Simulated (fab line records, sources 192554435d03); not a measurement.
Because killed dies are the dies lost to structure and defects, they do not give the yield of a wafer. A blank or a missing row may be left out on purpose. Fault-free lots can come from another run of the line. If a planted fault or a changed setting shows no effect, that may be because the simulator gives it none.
A single fault, viewed from 3 desks    flow n5_finfet    numbers are kept per desk, each desk with only its own; the story behind them comes last

== FOR THE TOOL OWNER'S DESK: ald_hk-03 ==
The tool's own readings at N5_HKMG_FIN_HK_ALD_01 (deposits HfO2, target thk 1.6 nm, pulse time 3 s, purge time 3 s): means of the sampled wafers that have a number, for each lot that ran on this tool. A lot is out of limits, marked OUT, if its mean lies more than 4 standard deviations from the usual mean; the brackets give that distance.
Columns: A = precursor_pulse_height_rel at N5_HKMG_FIN_HK_ALD_01, usual 0.999
lot   first seen here  A
L188  day 4 00:06      1.012
L191  day 4 17:44      0.997
L193  day 5 06:35      0.993
L204  day 7 21:36      0.998
L205  day 8 12:07      1.004
This desk's finding: nothing out of limits on any of the 5 lots.

== AT THE METROLOGY DESK ==
What the gauges read, lot by lot, whatever tool the lot ran on: means of the sampled wafers that have a number. A lot is out of limits, marked OUT, if its mean lies more than 4 standard deviations from the usual mean; the brackets give that distance. Readings shown: 7 out of 11 (the first out of limits, and those lying furthest out on some lot).
Columns: A = HK_THK at N5_HKMG_FIN_THK_MEAS_70, usual 1.611 nm; B = DIBL_P at N5_BEOL_M4_RC_MEAS_101, usual 37 mV/V; C = IOFF_P at N5_BEOL_M4_RC_MEAS_101, usual 0.21 nA/um; D = ION_N at N5_BEOL_M4_RC_MEAS_101, usual 674 uA/um; E = ION_P at N5_BEOL_M4_RC_MEAS_101, usual 459 uA/um; F = SS_N at N5_BEOL_M4_RC_MEAS_101, usual 72.1 mV/dec; G = SS_P at N5_BEOL_M4_RC_MEAS_101, usual 73.4 mV/dec
lot   first seen here  A                B   C     D    E    F     G
L188  day 4 03:32      1.611            41  0.26  675  464  72.2  74.2
L191  day 4 21:29      1.618            38  0.24  678  461  72.2  73.4
L193  day 5 10:16      1.614            36  0.17  656  444  72.2  72.9
L195  day 5 22:40      1.612            34  0.19  669  464  71.9  72.5
L204  day 8 00:57      1.340 (-15) OUT  37  0.21  671  460  71.7  73.4
L205  day 8 16:11      1.352 (-14) OUT  33  0.19  666  461  71.0  72.3
L208  day 9 01:28      1.614            38  0.22  672  457  72.9  74.3
L209  day 9 08:54      1.618            36  0.18  684  459  71.8  73.2
L211  day 9 23:34      1.613            37  0.19  668  455  71.5  73.4
Per this desk, out of limits: L204, L205; the first was L204, day 8 00:57 (HK_THK at N5_HKMG_FIN_THK_MEAS_70). L188, L191, L193, L195, L208, L209, L211 stayed within limits.

== THE DEFECT DESK ==
For each lot, the counts of the inspections along the route, averaged over the sampled wafers that have a number. A lot is out of limits, marked OUT, if its mean lies more than 4 standard deviations from the usual mean; the brackets give that distance.
Columns: A = raw_defect_count at N5_HKMG_FIN_INSPECT_61, usual 1.9
lot   first seen here  A
L188  day 4 01:06      2.3
L191  day 4 18:53      1.7
L193  day 5 07:44      1.3
L195  day 5 20:02      2.3
L204  day 7 22:30      2.0
L205  day 8 13:31      1.0
L208  day 8 22:49      1.3
L209  day 9 06:27      2.7
L211  day 9 19:50      1.3
This desk's finding: nothing out of limits on any of the 9 lots.

== TAKEN TOGETHER ==
Metrology desk: alarm possible at day 8 00:57 on L204, L205.
The desk of the tool owner found nothing out of limits.
The defect desk saw nothing out of limits.
Tool owner's desk: L204, L205 on record, inside its limits.
The defect desk has L204, L205 on record, within its limits.
The lots listed all ran N5_HKMG_FIN_HK_ALD_01 on ald_hk-03.

== WHAT THE SIMULATOR PUT IN ==
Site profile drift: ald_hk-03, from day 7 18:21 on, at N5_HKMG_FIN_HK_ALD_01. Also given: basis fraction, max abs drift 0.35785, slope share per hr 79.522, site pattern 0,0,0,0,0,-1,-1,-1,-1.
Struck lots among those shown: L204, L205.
Hours from the fault's start to each desk's first reading out of limits: the metrology desk, 7.
